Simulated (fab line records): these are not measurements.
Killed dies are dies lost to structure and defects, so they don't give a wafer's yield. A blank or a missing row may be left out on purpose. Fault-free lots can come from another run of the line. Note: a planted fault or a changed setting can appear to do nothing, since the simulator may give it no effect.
Problem report in the 8D (eight disciplines) form, filled by code :: flow nand_harc :: the parts of the form that need people (team, actions taken, sign-off) are left out

1. PROBLEM STATEMENT
Wafers without a fault read 200.2 nm with a standard deviation of 2.1, while thk_nm at NHARC_A_SOURCE_PLATE_THK_MEAS_06 averages 274.8 nm across 3 wafers of 1 lot. That is +36 standard deviations from the usual mean.
The step: measures by ellipsometry.
The first sign was on wafer L304.1 at day 9 18:01, on film_metro-02. The record has a number at this step for 33 wafers belonging to 11 lots. Rule for "out", or "out of limits": more than 4 standard deviations from the usual mean. The rest of the wafers with a number are treated as sound.

2. WHAT IT IS, AND WHAT IT ISN'T
question: which readings at this step
is: thk_nm
is not: -

question: which lots
is: L304
is not: L299, L300, L301, L303, L315, L316, L317, L318, L321, L322

question: which wafers of those lots
is: all that have a number
is not: -

question: read on which gauges
is: film_metro-02
is not: film_metro-01

question: when
is: from day 9 18:01
is not: up to then (12 sound wafers); but 18 sound wafers of L315, L316, L317, L318, L321, L322 came after

3. WHAT RULES OUT EACH SUSPECT
Counting: any tool at a process step up to the reading is kept as a suspect provided that every lot that is out went through it and no sound lot did after the first of them.
- ruled out: the gauge at NHARC_A_SOURCE_PLATE_THK_MEAS_06. All the wafers that are out were read on film_metro-02, but those of them that NHARC_A_SOURCE_PLATE_CVD_03 has rows for are out there too, on other tools.
- rie_diel-02 at NHARC_P_BONDPAD_ETCH_24 (etches the open film in CF4/N2, target depth 30 nm, time 72.99 s): ruled out as a lasting fault. The sound lots L316, L318 went through it after L304, its earliest lot that is out (day 8 17:08). Because NHARC_P_BONDPAD_ETCH_24 lacks a start for some lots, the hours and order of its lots are taken from NHARC_A_ZERO_WELL_DESCUM_12.
- rie_diel-05 at NHARC_A_ZERO_WELL_DESCUM_12 (chemistry O2, time 3 s): ruled out as a lasting fault. The sound lots L315, L316 went through it after L304, its earliest lot that is out (day 8 17:08).
- rtp_anneal-02 at NHARC_A_ZERO_WELL_RTA_16 (time 10 s): ruled out as a lasting fault. The sound lots L315, L316, L317, L322 went through it after L304, its earliest lot that is out (day 8 18:15).
- lpcvd_poly-04 at NHARC_A_SOURCE_PLATE_CVD_03 (deposits poly-Si, target thk 200 nm, time 4000 s): ruled out as a lasting fault. The sound lots L315, L316, L317, L318, L322 went through it after L304, its earliest lot that is out (day 9 05:30).
Left after counting: nothing in the record.

4. THE CAUSE (what the simulator had put in)
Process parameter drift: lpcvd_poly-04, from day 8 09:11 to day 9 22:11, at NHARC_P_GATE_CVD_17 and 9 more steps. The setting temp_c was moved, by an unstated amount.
It was ruled out by counting, in error; the rule expects a fault to strike all lots run on its tool from its start on, and this fault did not.

5. THE CHAIN OF EFFECTS, in route order
Rows list readings where the struck wafers' mean (over those with a number) sits beyond 3 standard deviations from the usual. Readings are gone through only where the record gives a usual standard deviation; hours: the median, over the lots, of the time from a lot's start at the first step in this table giving one to that lot's start at this step; sigmas: the change measured in usual standard deviations.
hours: 0
step: NHARC_A_SOURCE_PLATE_CVD_03
reading: spike_tc_bottom_C
usual: 640 C
on struck wafers: 657
change: +17
sigmas: +5.8

hours: 0
step: NHARC_A_SOURCE_PLATE_CVD_03
reading: spike_tc_centre_C
usual: 619.7 C
on struck wafers: 634.1
change: +14.4
sigmas: +16

hours: 0
step: NHARC_A_SOURCE_PLATE_CVD_03
reading: spike_tc_lower_C
usual: 619.7 C
on struck wafers: 632.8
change: +13.1
sigmas: +10

hours: 0
step: NHARC_A_SOURCE_PLATE_CVD_03
reading: spike_tc_top_C
usual: 642.4 C
on struck wafers: 655.6
change: +13.2
sigmas: +12

hours: 0
step: NHARC_A_SOURCE_PLATE_CVD_03
reading: spike_tc_upper_C
usual: 620.4 C
on struck wafers: 633.6
change: +13.2
sigmas: +11

hours: 0
step: NHARC_A_SOURCE_PLATE_CVD_03
reading: tube_center_temp_C
usual: 620 C
on struck wafers: 634
change: +14
sigmas: +99 or more

hours: 13
step: NHARC_A_SOURCE_PLATE_THK_MEAS_06
reading: thk_nm
usual: 200.2 nm
on struck wafers: 274.8
change: +74.6
sigmas: +36
Here are the process steps it includes:
- NHARC_A_SOURCE_PLATE_CVD_03: deposits poly-Si, target thk 200 nm, time 4000 s.

6. HOW IT WOULD HAVE BEEN CAUGHT EARLIER
The first out-of-limits reading at a measuring or inspecting step in this record came at day 9 18:01, 33 hours after the fault's start at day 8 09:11.
The tool's own readings at NHARC_A_SOURCE_PLATE_CVD_03 were out on every struck wafer that the step has a row for (spike_tc_bottom_C, spike_tc_centre_C, spike_tc_lower_C, spike_tc_top_C, spike_tc_upper_C, tube_center_temp_C): an alarm limit on them would have fired on the first of those.
